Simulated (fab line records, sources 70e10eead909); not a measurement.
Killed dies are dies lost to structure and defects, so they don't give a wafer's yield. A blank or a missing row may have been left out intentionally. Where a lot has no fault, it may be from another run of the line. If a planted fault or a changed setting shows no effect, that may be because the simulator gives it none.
Which tool did it? ; flow nandHarc ; Sampling: 12 lots, 36 wafers, 5 of 1159 route steps

== WHAT THE GAUGES READ, wafer by wafer ==
NHARC_A_STAIRCASE_INSPECT_155.
lot;measured;on;rawDefectCount
L075;day 14 04:51;defectInspect-01;177 143 209
L078;day 14 05:20;defectInspect-01;389 393 463
L079;day 14 16:05;defectInspect-02;552 382 255
L080;day 15 23:50;defectInspect-02;329 246 266
L083;day 16 12:11;defectInspect-02;385 375 311
L085;day 16 11:19;defectInspect-01;315 249 325
L086;day 16 20:47;defectInspect-01;263 253 207
L090;day 17 01:59;defectInspect-02;353 302 315
L091;day 18 05:46;defectInspect-01;183 641 274
L094;day 18 05:18;defectInspect-01;353 317 347
L095;day 19 21:06;defectInspect-02;287 245 311
L096;day 19 21:04;defectInspect-02;393 520 382

== EACH LOT AND THE TOOL THAT RAN IT (in order: tool; ch and the chambers of the sampled wafers; start) ==
lot;NHARC_A_STAIRCASE_ETCH_452;NHARC_A_STAIRCASE_DEP_322;NHARC_A_STAIRCASE_CMP_450;NHARC_A_STAIRCASE_CMP_152
L075;rieDiel-08 ch 0,2,3, day 13 04:13 or earlier;pecvd-01 ch 0,1,2, day 13 04:13;cmp-04 ch 0,2,3, day 14 02:58;cmp-04 ch 0,2,3, day 14 03:02
L078;rieDiel-08 ch 1,2, day 13 10:23 or earlier;pecvd-04 ch 0,1, day 13 10:23;cmp-03 ch 0,3, day 14 03:29;cmp-03 ch 0,3, day 14 03:33
L079;rieDiel-08 ch 0,2,3, day 13 20:10 or earlier;pecvd-01 ch 1,2, day 13 20:10;cmp-03 ch 0,1, day 14 14:12;cmp-03 ch 0,1, day 14 14:16
L080;rieDiel-05 ch 0,1,3, day 15 04:02 or earlier;pecvd-04 ch 0,1,2, day 15 04:02;cmp-04 ch 0,1,2, day 15 22:00;cmp-04 ch 0,1,2, day 15 22:04
L083;rieDiel-05 ch 0,1,3, day 15 14:02 or earlier;pecvd-04 ch 1,2, day 15 14:02;cmp-02 ch 1,3, day 16 09:44;cmp-02 ch 1,3, day 16 09:48
L085;rieDiel-08 ch 0,1,3, day 15 14:12 or earlier;pecvd-01 ch 0,1,2, day 15 14:12;cmp-04 ch 0,1,3, day 16 09:26;cmp-04 ch 0,1,3, day 16 09:31
L086;rieDiel-13 ch 1,2,3, day 16 00:50 or earlier;pecvd-01 ch 0,1,2, day 16 00:50;cmp-04 ch 1,2, day 16 18:56;cmp-04 ch 1,2, day 16 19:01
L090;rieDiel-05 ch 0,2,3, day 16 05:32 or earlier;pecvd-04 ch 0,2, day 16 05:32;cmp-02 ch 0,1,2, day 17 00:11;cmp-02 ch 0,1,2, day 17 00:15
L091;rieDiel-08 ch 0,1, day 17 03:11 or earlier;pecvd-01 ch 0,1,2, day 17 03:11;cmp-03 ch 1,2,3, day 18 03:52;cmp-03 ch 1,2,3, day 18 03:56
L094;rieDiel-08 ch 0,1, day 17 09:14 or earlier;pecvd-01 ch 0,1, day 17 09:14;cmp-04 ch 1,3, day 18 03:25;cmp-04 ch 1,3, day 18 03:29
L095;rieDiel-05 ch 1,3, day 18 18:10 or earlier;pecvd-03 ch 1,2, day 18 18:10;cmp-04 ch 0,2, day 19 19:17;cmp-04 ch 0,2, day 19 19:21
L096;rieDiel-08 ch 1,2,3, day 18 18:02 or earlier;pecvd-04 ch 0,2, day 18 18:02;cmp-02 ch 1,2, day 19 19:16;cmp-02 ch 1,2, day 19 19:20
- NHARC_A_STAIRCASE_ETCH_452: etches the open film in CF4/O2, target depth 30 nm, overetch 3 nm, time 16.5 s.
- NHARC_A_STAIRCASE_DEP_322: deposits SiO2, target thk 3800 nm.
- NHARC_A_STAIRCASE_CMP_450: polishes SiO2, target thk 200 nm.
- NHARC_A_STAIRCASE_CMP_152: polishes.

== THE ANSWER, worked out from the rows above alone ==
Rule: usual is defined by the lots themselves. The widest of any qualifying gaps counts: lots, ordered by their means at a reading, are off when they make up no more than a third of the lots, leave a main group of 4 or more, and stand apart from it by 3 or more times the standard deviation of that group's means. If all means in a main group match to the digits the tables above print for the reading, that group is not used. Also off: a lot with no number at a reading for which 4 or more lots have one. All remaining lots with rows at the step are treated as sound.
No lot is off on any of the readings shown, so nothing can be concluded from this.

== WHAT THE SIMULATOR HAD INSERTED ==
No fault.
